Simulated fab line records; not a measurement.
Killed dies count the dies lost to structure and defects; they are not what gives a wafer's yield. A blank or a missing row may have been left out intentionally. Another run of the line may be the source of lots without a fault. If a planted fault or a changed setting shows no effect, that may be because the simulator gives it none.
fab line records :: flow nand_harc
[record]
  lots = 6
  wafers = 18
  last_day = 24
route steps=1159 shown A_ONON_D1@430 END@1159
lots with no fault: from the same line, run without faults
start_h: start of the lot's first displayed wafer, in hours after the record's first day :: wait_h: hours elapsed since this lot's preceding step :: " identical to the entry in the row above :: L1.1+2: one row covering several wafers at once :: - no value present, or no start provided :: * or withheld: withheld :: < > ~ a bound
route shown NAME@n: names a module that has steps shown in the file, with the first one's number in the route :: usual: the fault-free wafers' mean and standard deviation :: same: alike in all rows :: chamber/n: place in a boat :: sites: the reading at each site :: _std_site: the values' standard deviation :: _edge_site: inner sites' mean taken away from outer sites' mean :: radius_mm: for every site, how far away it sits from the centre of the wafer :: mask NAME#n: copy n :: behind: the tool/chamber that last shaped the wafer :: hold: the reason the lot was held/the length of the hold in hours/how it ended :: device: names the non-switching transistor (n, p or np) :: end of line: the same wafers' tests at the end of the route :: a step without rows: its recipe alone :: killed: count of dies lost to structure and defects at first sort (not the wafer's yield) :: map: dies across one wafer; x = killed, . = not, _ = none there
set.NAME: the setting that was run; set.NAME@STEP: the one run at that earlier step :: model.NAME: the simulator's own value behind a step, which no gauge read
lots seen at some steps along the route; tables by step, rows by wafer
[[steps]]
[step NHARC_A_ONON_D1_DEP_09]
[recipe]
  target_thk_a = 10000
  n2_flow_sccm = 2750
  n2o_flow_sccm = 2000
  nh3_flow_sccm = 500
  sih4_flow_sccm = 210
  temp_c = 400
[step NHARC_A_ONON_D1_THK_MEAS_11]
[recipe]
  thk_meas_gauge = ellipsometry
[usual]
  thk_nm = 1000/9.4
lot.wafer: L147.2
tool: film_metro-01
chamber: -
start_h: 223.25
wait_h: -
thk_nm: 1006

lot.wafer: L147.4
tool: film_metro-01
chamber: -
start_h: 223.25
wait_h: -
thk_nm: 1005

lot.wafer: L147.5
tool: film_metro-01
chamber: -
start_h: 223.25
wait_h: -
thk_nm: 1007

lot.wafer: L150.2
tool: film_metro-02
chamber: -
start_h: 244.29
wait_h: -
thk_nm: 1008

lot.wafer: L150.4
tool: film_metro-02
chamber: -
start_h: 244.29
wait_h: -
thk_nm: 1008

lot.wafer: L150.5
tool: film_metro-02
chamber: -
start_h: 244.29
wait_h: -
thk_nm: 1010

lot.wafer: L152.1
tool: film_metro-02
chamber: -
start_h: 244.64
wait_h: -
thk_nm: 991

lot.wafer: L152.3
tool: film_metro-02
chamber: -
start_h: 244.64
wait_h: -
thk_nm: 990

lot.wafer: L152.6
tool: film_metro-02
chamber: -
start_h: 244.64
wait_h: -
thk_nm: 991

lot.wafer: L154.1
tool: film_metro-01
chamber: -
start_h: 261.04
wait_h: -
thk_nm: 995

lot.wafer: L154.3
tool: film_metro-01
chamber: -
start_h: 261.04
wait_h: -
thk_nm: 995

lot.wafer: L154.4
tool: film_metro-01
chamber: -
start_h: 261.04
wait_h: -
thk_nm: 995

lot.wafer: L158.3
tool: film_metro-02
chamber: -
start_h: 276.56
wait_h: -
thk_nm: 995

lot.wafer: L158.5
tool: film_metro-02
chamber: -
start_h: 276.56
wait_h: -
thk_nm: 996

lot.wafer: L158.6
tool: film_metro-02
chamber: -
start_h: 276.56
wait_h: -
thk_nm: 996

lot.wafer: L161.1
tool: film_metro-01
chamber: -
start_h: 287.99
wait_h: -
thk_nm: 990

lot.wafer: L161.3
tool: film_metro-01
chamber: -
start_h: 287.99
wait_h: -
thk_nm: 989

lot.wafer: L161.6
tool: film_metro-01
chamber: -
start_h: 287.99
wait_h: -
thk_nm: 988
[step NHARC_A_ONON_D1_DEP_12]
[recipe]
  target_thk_a = 10000
  n2_flow_sccm = 2750
  n2o_flow_sccm = 2000
  nh3_flow_sccm = 500
  sih4_flow_sccm = 210
  temp_c = 400
[step NHARC_A_ONON_D1_THK_MEAS_14]
[recipe]
  thk_meas_gauge = ellipsometry
[usual]
  thk_nm = 997/7.8
lot.wafer: L147.2
tool: film_metro-02
chamber: -
start_h: 223.82
wait_h: -
thk_nm: 989

lot.wafer: L147.4
tool: film_metro-02
chamber: -
start_h: 223.82
wait_h: -
thk_nm: 990

lot.wafer: L147.5
tool: film_metro-02
chamber: -
start_h: 223.82
wait_h: -
thk_nm: 987

lot.wafer: L150.2
tool: film_metro-02
chamber: -
start_h: 244.85
wait_h: -
thk_nm: 1001

lot.wafer: L150.4
tool: film_metro-02
chamber: -
start_h: 244.85
wait_h: -
thk_nm: 1002

lot.wafer: L150.5
tool: film_metro-02
chamber: -
start_h: 244.85
wait_h: -
thk_nm: 1001

lot.wafer: L152.1
tool: film_metro-01
chamber: -
start_h: 245.21
wait_h: -
thk_nm: 990

lot.wafer: L152.3
tool: film_metro-01
chamber: -
start_h: 245.21
wait_h: -
thk_nm: 990

lot.wafer: L152.6
tool: film_metro-01
chamber: -
start_h: 245.21
wait_h: -
thk_nm: 992

lot.wafer: L154.1
tool: film_metro-02
chamber: -
start_h: 261.61
wait_h: -
thk_nm: 999

lot.wafer: L154.3
tool: film_metro-02
chamber: -
start_h: 261.61
wait_h: -
thk_nm: 1003

lot.wafer: L154.4
tool: film_metro-02
chamber: -
start_h: 261.61
wait_h: -
thk_nm: 1001

lot.wafer: L158.3
tool: film_metro-02
chamber: -
start_h: 277.12
wait_h: -
thk_nm: 984

lot.wafer: L158.5
tool: film_metro-02
chamber: -
start_h: 277.12
wait_h: -
thk_nm: 987

lot.wafer: L158.6
tool: film_metro-02
chamber: -
start_h: 277.12
wait_h: -
thk_nm: 986

lot.wafer: L161.1
tool: film_metro-02
chamber: -
start_h: 288.57
wait_h: -
thk_nm: 997

lot.wafer: L161.3
tool: film_metro-02
chamber: -
start_h: 288.57
wait_h: -
thk_nm: 996

lot.wafer: L161.6
tool: film_metro-02
chamber: -
start_h: 288.57
wait_h: -
thk_nm: 996
[step NHARC_A_ONON_D1_ANNEAL_15]
[recipe]
  temp_c = 750
  time_s = 3600
[step NHARC_A_ONON_D1_DEP_16]
[recipe]
  target_thk_a = 10000
  n2_flow_sccm = 2750
  n2o_flow_sccm = 2000
  nh3_flow_sccm = 500
  sih4_flow_sccm = 210
  temp_c = 400
[step NHARC_A_ONON_D1_THK_MEAS_18]
[recipe]
  thk_meas_gauge = ellipsometry
[usual]
  thk_nm = 1000/8.4
lot.wafer: L147.2
tool: film_metro-02
chamber: -
start_h: 232.02
wait_h: -
thk_nm: 1001

lot.wafer: L147.4
tool: film_metro-02
chamber: -
start_h: 232.02
wait_h: -
thk_nm: 1000

lot.wafer: L147.5
tool: film_metro-02
chamber: -
start_h: 232.02
wait_h: -
thk_nm: 1001

lot.wafer: L150.2
tool: film_metro-02
chamber: -
start_h: 254.43
wait_h: -
thk_nm: 987

lot.wafer: L150.4
tool: film_metro-02
chamber: -
start_h: 254.43
wait_h: -
thk_nm: 984

lot.wafer: L150.5
tool: film_metro-02
chamber: -
start_h: 254.43
wait_h: -
thk_nm: 985

lot.wafer: L152.1
tool: film_metro-01
chamber: -
start_h: 254.44
wait_h: -
thk_nm: 1006

lot.wafer: L152.3
tool: film_metro-01
chamber: -
start_h: 254.44
wait_h: -
thk_nm: 1007

lot.wafer: L152.6
tool: film_metro-01
chamber: -
start_h: 254.44
wait_h: -
thk_nm: 1007

lot.wafer: L154.1
tool: film_metro-02
chamber: -
start_h: 268.70
wait_h: -
thk_nm: 997

lot.wafer: L154.3
tool: film_metro-02
chamber: -
start_h: 268.70
wait_h: -
thk_nm: 998

lot.wafer: L154.4
tool: film_metro-02
chamber: -
start_h: 268.70
wait_h: -
thk_nm: 997

lot.wafer: L158.3
tool: film_metro-02
chamber: -
start_h: 285.25
wait_h: -
thk_nm: 997

lot.wafer: L158.5
tool: film_metro-02
chamber: -
start_h: 285.25
wait_h: -
thk_nm: 1000

lot.wafer: L158.6
tool: film_metro-02
chamber: -
start_h: 285.25
wait_h: -
thk_nm: 999

lot.wafer: L161.1
tool: film_metro-01
chamber: -
start_h: 295.58
wait_h: -
thk_nm: 989

lot.wafer: L161.3
tool: film_metro-01
chamber: -
start_h: 295.58
wait_h: -
thk_nm: 989

lot.wafer: L161.6
tool: film_metro-01
chamber: -
start_h: 295.58
wait_h: -
thk_nm: 989
[step NHARC_A_ONON_D1_DEP_19]
[recipe]
  target_thk_a = 10000
  n2_flow_sccm = 2750
  n2o_flow_sccm = 2000
  nh3_flow_sccm = 500
  sih4_flow_sccm = 210
  temp_c = 400
[step NHARC_A_ONON_D1_THK_MEAS_21]
[recipe]
  thk_meas_gauge = ellipsometry
[usual]
  thk_nm = 998/9.3
lot.wafer: L147.2
tool: film_metro-02
chamber: -
start_h: 232.59
wait_h: -
thk_nm: 1017

lot.wafer: L147.4
tool: film_metro-02
chamber: -
start_h: 232.59
wait_h: -
thk_nm: 1016

lot.wafer: L147.5
tool: film_metro-02
chamber: -
start_h: 232.59
wait_h: -
thk_nm: 1017

lot.wafer: L150.2
tool: film_metro-02
chamber: -
start_h: 255.00
wait_h: -
thk_nm: 983

lot.wafer: L150.4
tool: film_metro-02
chamber: -
start_h: 255.00
wait_h: -
thk_nm: 984

lot.wafer: L150.5
tool: film_metro-02
chamber: -
start_h: 255.00
wait_h: -
thk_nm: 983

lot.wafer: L152.1
tool: film_metro-01
chamber: -
start_h: 255.01
wait_h: -
thk_nm: 991

lot.wafer: L152.3
tool: film_metro-01
chamber: -
start_h: 255.01
wait_h: -
thk_nm: 991

lot.wafer: L152.6
tool: film_metro-01
chamber: -
start_h: 255.01
wait_h: -
thk_nm: 991

lot.wafer: L154.1
tool: film_metro-01
chamber: -
start_h: 269.27
wait_h: -
thk_nm: 996

lot.wafer: L154.3
tool: film_metro-01
chamber: -
start_h: 269.27
wait_h: -
thk_nm: 997

lot.wafer: L154.4
tool: film_metro-01
chamber: -
start_h: 269.27
wait_h: -
thk_nm: 996

lot.wafer: L158.3
tool: film_metro-02
chamber: -
start_h: 285.81
wait_h: -
thk_nm: 1005

lot.wafer: L158.5
tool: film_metro-02
chamber: -
start_h: 285.81
wait_h: -
thk_nm: 1007

lot.wafer: L158.6
tool: film_metro-02
chamber: -
start_h: 285.81
wait_h: -
thk_nm: 1006

lot.wafer: L161.1
tool: film_metro-02
chamber: -
start_h: 296.15
wait_h: -
thk_nm: 990

lot.wafer: L161.3
tool: film_metro-02
chamber: -
start_h: 296.15
wait_h: -
thk_nm: 989

lot.wafer: L161.6
tool: film_metro-02
chamber: -
start_h: 296.15
wait_h: -
thk_nm: 988
[step NHARC_A_ONON_D1_DEP_22]
[recipe]
  target_thk_a = 10000
  n2_flow_sccm = 2750
  n2o_flow_sccm = 2000
  nh3_flow_sccm = 500
  sih4_flow_sccm = 210
  temp_c = 400
[step NHARC_A_ONON_D1_THK_MEAS_24]
[recipe]
  thk_meas_gauge = ellipsometry
[usual]
  thk_nm = 998/7.3
lot.wafer: L147.2
tool: film_metro-02
chamber: -
start_h: 233.15
wait_h: -
thk_nm: 1005

lot.wafer: L147.4
tool: film_metro-02
chamber: -
start_h: 233.15
wait_h: -
thk_nm: 1005

lot.wafer: L147.5
tool: film_metro-02
chamber: -
start_h: 233.15
wait_h: -
thk_nm: 1005

lot.wafer: L150.2
tool: film_metro-02
chamber: -
start_h: 255.57
wait_h: -
thk_nm: 1009

lot.wafer: L150.4
tool: film_metro-02
chamber: -
start_h: 255.57
wait_h: -
thk_nm: 1009

lot.wafer: L150.5
tool: film_metro-02
chamber: -
start_h: 255.57
wait_h: -
thk_nm: 1007

lot.wafer: L152.1
tool: film_metro-01
chamber: -
start_h: 255.57
wait_h: -
thk_nm: 1007

lot.wafer: L152.3
tool: film_metro-01
chamber: -
start_h: 255.57
wait_h: -
thk_nm: 1006

lot.wafer: L152.6
tool: film_metro-01
chamber: -
start_h: 255.57
wait_h: -
thk_nm: 1008

lot.wafer: L154.1
tool: film_metro-01
chamber: -
start_h: 269.83
wait_h: -
thk_nm: 982

lot.wafer: L154.3
tool: film_metro-01
chamber: -
start_h: 269.83
wait_h: -
thk_nm: 983

lot.wafer: L154.4
tool: film_metro-01
chamber: -
start_h: 269.83
wait_h: -
thk_nm: 984

lot.wafer: L158.3
tool: film_metro-02
chamber: -
start_h: 286.51
wait_h: -
thk_nm: 999

lot.wafer: L158.5
tool: film_metro-02
chamber: -
start_h: 286.51
wait_h: -
thk_nm: 998

lot.wafer: L158.6
tool: film_metro-02
chamber: -
start_h: 286.51
wait_h: -
thk_nm: 997

lot.wafer: L161.1
tool: film_metro-02
chamber: -
start_h: 296.71
wait_h: -
thk_nm: 994

lot.wafer: L161.3
tool: film_metro-02
chamber: -
start_h: 296.71
wait_h: -
thk_nm: 993

lot.wafer: L161.6
tool: film_metro-02
chamber: -
start_h: 296.71
wait_h: -
thk_nm: 991
[step NHARC_A_ONON_D1_DEP_25]
[recipe]
  target_thk_a = 10000
  n2_flow_sccm = 2750
  n2o_flow_sccm = 2000
  nh3_flow_sccm = 500
  sih4_flow_sccm = 210
  temp_c = 400
[usual]
  n2_flow_sccm = 2749/8.5
  n2o_flow_sccm = 2000/4.8
  nh3_flow_sccm = 500.0/1.5
  sih4_flow_sccm = 210.1/0.59
lot.wafer: L147.2
tool: pecvd_onon-03
chamber: 0
start_h: 233.27
wait_h: 0.1
n2_flow_sccm: 2730
n2o_flow_sccm: 1994
nh3_flow_sccm: 500.1
sih4_flow_sccm: 209.5

lot.wafer: L147.4
tool: pecvd_onon-03
chamber: 0
start_h: 233.27
wait_h: 0.1
n2_flow_sccm: 2750
n2o_flow_sccm: 1993
nh3_flow_sccm: 498.9
sih4_flow_sccm: 210.3

lot.wafer: L147.5
tool: pecvd_onon-03
chamber: 0
start_h: 233.27
wait_h: 0.1
n2_flow_sccm: 2731
n2o_flow_sccm: 1999
nh3_flow_sccm: 498.6
sih4_flow_sccm: 210.0

lot.wafer: L152.1
tool: pecvd_onon-01
chamber: -
start_h: 255.63
wait_h: 0.1
n2_flow_sccm: -
n2o_flow_sccm: -
nh3_flow_sccm: -
sih4_flow_sccm: -

lot.wafer: L152.3
tool: pecvd_onon-01
chamber: -
start_h: 255.63
wait_h: 0.1
n2_flow_sccm: -
n2o_flow_sccm: -
nh3_flow_sccm: -
sih4_flow_sccm: -

lot.wafer: L152.6
tool: pecvd_onon-01
chamber: -
start_h: 255.63
wait_h: 0.1
n2_flow_sccm: -
n2o_flow_sccm: -
nh3_flow_sccm: -
sih4_flow_sccm: -

lot.wafer: L150.2
tool: pecvd_onon-03
chamber: -
start_h: 255.68
wait_h: 0.1
n2_flow_sccm: -
n2o_flow_sccm: -
nh3_flow_sccm: -
sih4_flow_sccm: -

lot.wafer: L150.4
tool: pecvd_onon-03
chamber: -
start_h: 255.68
wait_h: 0.1
n2_flow_sccm: -
n2o_flow_sccm: -
nh3_flow_sccm: -
sih4_flow_sccm: -

lot.wafer: L150.5
tool: pecvd_onon-03
chamber: -
start_h: 255.68
wait_h: 0.1
n2_flow_sccm: -
n2o_flow_sccm: -
nh3_flow_sccm: -
sih4_flow_sccm: -

lot.wafer: L154.1
tool: pecvd_onon-01
chamber: 0
start_h: 269.90
wait_h: 0.1
n2_flow_sccm: 2761
n2o_flow_sccm: 1995
nh3_flow_sccm: 500.0
sih4_flow_sccm: 209.7

lot.wafer: L154.3
tool: pecvd_onon-01
chamber: 0
start_h: 269.90
wait_h: 0.1
n2_flow_sccm: 2747
n2o_flow_sccm: 1995
nh3_flow_sccm: 497.8
sih4_flow_sccm: 208.9

lot.wafer: L154.4
tool: pecvd_onon-01
chamber: 0
start_h: 269.90
wait_h: 0.1
n2_flow_sccm: 2743
n2o_flow_sccm: 1998
nh3_flow_sccm: 500.5
sih4_flow_sccm: 209.9

lot.wafer: L158.3
tool: pecvd_onon-01
chamber: 0
start_h: 286.68
wait_h: 0.2
n2_flow_sccm: 2774
n2o_flow_sccm: 2000
nh3_flow_sccm: 501.4
sih4_flow_sccm: 209.0

lot.wafer: L158.5
tool: pecvd_onon-01
chamber: 0
start_h: 286.68
wait_h: 0.2
n2_flow_sccm: 2747
n2o_flow_sccm: 1992
nh3_flow_sccm: 501.9
sih4_flow_sccm: 209.3

lot.wafer: L158.6
tool: pecvd_onon-01
chamber: 0
start_h: 286.68
wait_h: 0.2
n2_flow_sccm: 2757
n2o_flow_sccm: 2001
nh3_flow_sccm: 499.2
sih4_flow_sccm: 210.0

lot.wafer: L161.1
tool: pecvd_onon-01
chamber: 0
start_h: 296.76
wait_h: 0.1
n2_flow_sccm: 2740
n2o_flow_sccm: 2005
nh3_flow_sccm: 498.6
sih4_flow_sccm: 210.1

lot.wafer: L161.3
tool: pecvd_onon-01
chamber: 0
start_h: 296.76
wait_h: 0.1
n2_flow_sccm: 2743
n2o_flow_sccm: 1998
nh3_flow_sccm: 500.1
sih4_flow_sccm: 210.1

lot.wafer: L161.6
tool: pecvd_onon-01
chamber: 0
start_h: 296.76
wait_h: 0.1
n2_flow_sccm: 2740
n2o_flow_sccm: 2007
nh3_flow_sccm: 501.2
sih4_flow_sccm: 209.3
[step NHARC_END_SORT_01]
[recipe]
  temp_c = 25
[usual]
  killed_at_array = 30/10
  killed_at_other = 0.5/0.82
  killed_at_periphery = 2.9/2
  killed_dies = 34/11
  killed_open = 3.2/1.8
  killed_short = 2.0/1.4
[same]
  gross_dies = 677
lot.wafer: L150.2
tool: prober-01
chamber: 0
start_h: 537.33
wait_h: 2.8
killed_at_array: 674
killed_at_other: 2
killed_at_periphery: 1
killed_dies: 677
killed_open: 3
killed_short: 3

lot.wafer: L150.4
tool: prober-01
chamber: 0
start_h: 538.92
wait_h: 3.4
killed_at_array: 672
killed_at_other: 4
killed_at_periphery: 1
killed_dies: 677
killed_open: 4
killed_short: 2

lot.wafer: L150.5
tool: prober-01
chamber: 0
start_h: 539.72
wait_h: 3.7
killed_at_array: 676
killed_at_other: 1
killed_at_periphery: 0
killed_dies: 677
killed_open: 4
killed_short: 1

lot.wafer: L152.1
tool: prober-01
chamber: 0
start_h: 558.60
wait_h: 2.5
killed_at_array: 676
killed_at_other: 0
killed_at_periphery: 1
killed_dies: 677
killed_open: 1
killed_short: 2

lot.wafer: L152.3
tool: prober-01
chamber: 0
start_h: 560.17
wait_h: 3.1
killed_at_array: 676
killed_at_other: 0
killed_at_periphery: 1
killed_dies: 677
killed_open: 2
killed_short: 2

lot.wafer: L152.6
tool: prober-01
chamber: 0
start_h: 562.53
wait_h: 3.9
killed_at_array: 674
killed_at_other: 1
killed_at_periphery: 2
killed_dies: 677
killed_open: 5
killed_short: 1
// killed by level:class
L150.2 A_ONON_D1:area_dep=655 A_CHANNEL_HOLE_D1:chamber_film_flake=5 A_STAIRCASE:chamber_film_flake=4 A_WL_FILL:geometric_particle:short=3 A_CONTACT:geometric_particle:open=2 A_CONTACT:chamber_film_flake=2 THIN_TSV:chamber_film_flake=2 A_CHANNEL_FILL_D1:geometric_particle:open=1
L150.4 A_ONON_D1:area_dep=651 A_CHANNEL_HOLE_D1:chamber_film_flake=9 THIN_TSV:chamber_film_flake=4 A_STAIRCASE:chamber_film_flake=3 A_CONTACT:geometric_particle:open=2 A_WL_FILL:chamber_film_flake=2 A_CONTACT:chamber_film_flake=2 P_M0:geometric_particle:open=1
L150.5 A_ONON_D1:area_dep=664 A_CHANNEL_HOLE_D1:chamber_film_flake=6 A_CHANNEL_FILL_D1:geometric_particle:open=1 A_CONTACT:geometric_particle:open=1 A_BLC:geometric_particle:open=1 A_M0:geometric_particle:open=1 A_M0:geometric_particle:short=1 A_STAIRCASE:chamber_film_flake=1
L152.1 A_ONON_D1:area_dep=648 A_SLIT:chamber_film_flake=10 A_STAIRCASE:chamber_film_flake=10 A_CHANNEL_HOLE_D1:chamber_film_flake=3 A_CONTACT:chamber_film_flake=3 P_GATE:geometric_particle:short=1 A_CHANNEL_FILL_D1:geometric_particle:short=1 A_CONTACT:geometric_particle:open=1
L152.3 A_ONON_D1:area_dep=649 A_SLIT:chamber_film_flake=10 A_CHANNEL_HOLE_D1:chamber_film_flake=8 A_STAIRCASE:chamber_film_flake=4 A_CONTACT:chamber_film_flake=2 P_M0:geometric_particle:open=1 A_SGD_CUT:geometric_particle:short=1 A_WL_FILL:geometric_particle:short=1
L152.6 A_ONON_D1:area_dep=644 A_SLIT:chamber_film_flake=10 A_STAIRCASE:chamber_film_flake=7 A_CHANNEL_HOLE_D1:chamber_film_flake=5 A_WL_FILL:geometric_particle:open=2 A_CONTACT:chamber_film_flake=2 P_CONTACT:geometric_particle:open=1 P_M0:geometric_particle:open=1
// map L150.2 (x killed, . not)
____________x____________
_________xxxxxxx_________
_______xxxxxxxxxxx_______
______xxxxxxxxxxxxx______
_____xxxxxxxxxxxxxxx_____
____xxxxxxxxxxxxxxxxx____
____xxxxxxxxxxxxxxxxx____
___xxxxxxxxxxxxxxxxxxx___
___xxxxxxxxxxxxxxxxxxx___
__xxxxxxxxxxxxxxxxxxxxx__
__xxxxxxxxxxxxxxxxxxxxx__
_xxxxxxxxxxxxxxxxxxxxxxx_
_xxxxxxxxxxxxxxxxxxxxxxx_
_xxxxxxxxxxxxxxxxxxxxxxx_
_xxxxxxxxxxxxxxxxxxxxxxx_
_xxxxxxxxxxxxxxxxxxxxxxx_
xxxxxxxxxxxxxxxxxxxxxxxxx
xxxxxxxxxxxxxxxxxxxxxxxxx
xxxxxxxxxxxxxxxxxxxxxxxxx
xxxxxxxxxxxxxxxxxxxxxxxxx
xxxxxxxxxxxxxxxxxxxxxxxxx
_xxxxxxxxxxxxxxxxxxxxxxx_
_xxxxxxxxxxxxxxxxxxxxxxx_
_xxxxxxxxxxxxxxxxxxxxxxx_
_xxxxxxxxxxxxxxxxxxxxxxx_
_xxxxxxxxxxxxxxxxxxxxxxx_
__xxxxxxxxxxxxxxxxxxxxx__
__xxxxxxxxxxxxxxxxxxxxx__
___xxxxxxxxxxxxxxxxxxx___
___xxxxxxxxxxxxxxxxxxx___
____xxxxxxxxxxxxxxxxx____
____xxxxxxxxxxxxxxxxx____
_____xxxxxxxxxxxxxxx_____
______xxxxxxxxxxxxx______
_______xxxxxxxxxxx_______
_________xxxxxxx_________
____________x____________
// map L152.1 (x killed, . not)
____________x____________
_________xxxxxxx_________
_______xxxxxxxxxxx_______
______xxxxxxxxxxxxx______
_____xxxxxxxxxxxxxxx_____
____xxxxxxxxxxxxxxxxx____
____xxxxxxxxxxxxxxxxx____
___xxxxxxxxxxxxxxxxxxx___
___xxxxxxxxxxxxxxxxxxx___
__xxxxxxxxxxxxxxxxxxxxx__
__xxxxxxxxxxxxxxxxxxxxx__
_xxxxxxxxxxxxxxxxxxxxxxx_
_xxxxxxxxxxxxxxxxxxxxxxx_
_xxxxxxxxxxxxxxxxxxxxxxx_
_xxxxxxxxxxxxxxxxxxxxxxx_
_xxxxxxxxxxxxxxxxxxxxxxx_
xxxxxxxxxxxxxxxxxxxxxxxxx
xxxxxxxxxxxxxxxxxxxxxxxxx
xxxxxxxxxxxxxxxxxxxxxxxxx
xxxxxxxxxxxxxxxxxxxxxxxxx
xxxxxxxxxxxxxxxxxxxxxxxxx
_xxxxxxxxxxxxxxxxxxxxxxx_
_xxxxxxxxxxxxxxxxxxxxxxx_
_xxxxxxxxxxxxxxxxxxxxxxx_
_xxxxxxxxxxxxxxxxxxxxxxx_
_xxxxxxxxxxxxxxxxxxxxxxx_
__xxxxxxxxxxxxxxxxxxxxx__
__xxxxxxxxxxxxxxxxxxxxx__
___xxxxxxxxxxxxxxxxxxx___
___xxxxxxxxxxxxxxxxxxx___
____xxxxxxxxxxxxxxxxx____
____xxxxxxxxxxxxxxxxx____
_____xxxxxxxxxxxxxxx_____
______xxxxxxxxxxxxx______
_______xxxxxxxxxxx_______
_________xxxxxxx_________
____________x____________
[[key]]
[first_sign]
  step = NHARC_A_ONON_D1_DEP_25
  reading = tool_record
  direction = missing
[effect]
  step = NHARC_END_SORT_01
  reading = killed_at_array
  direction = up
  sigmas = 62
  usual = 30
  struck = 675
[more_kills_born_at]
  NHARC_A_ONON_D1_DEP_25@pecvd_onon-03 = 1970
  NHARC_A_ONON_D1_DEP_25@pecvd_onon-01 = 1941
met_at NHARC_A_ONON_D1_DEP_25
struck_wafers L150.2,L150.4,L150.5,L152.1,L152.3,L152.6
later_rows_left_out L150.2,L150.4,L150.5,L152.1,L152.3,L152.6
tester_left_out L150,L152
onset_between 233.27 255.63
[fault]
  kind = skipped_step_whole
  tool = pecvd_onon-01,pecvd_onon-03
  chamber = -
  onset_h = 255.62
  steps = NHARC_A_ONON_D1_DEP_25
  scope = struck_lots_only
// tester_left_out: of these lots the tester's yield and bins aren't shown, on N5 and GAA mostly nor the transistor test; their killed dies are dies lost to structure and defects alone, not to doping, threshold or leakage, so they don't give the yield
// later_rows_left_out: the simulator's readings of these wafers behind a module that went badly wrong aren't trusted and aren't shown, but for the sort
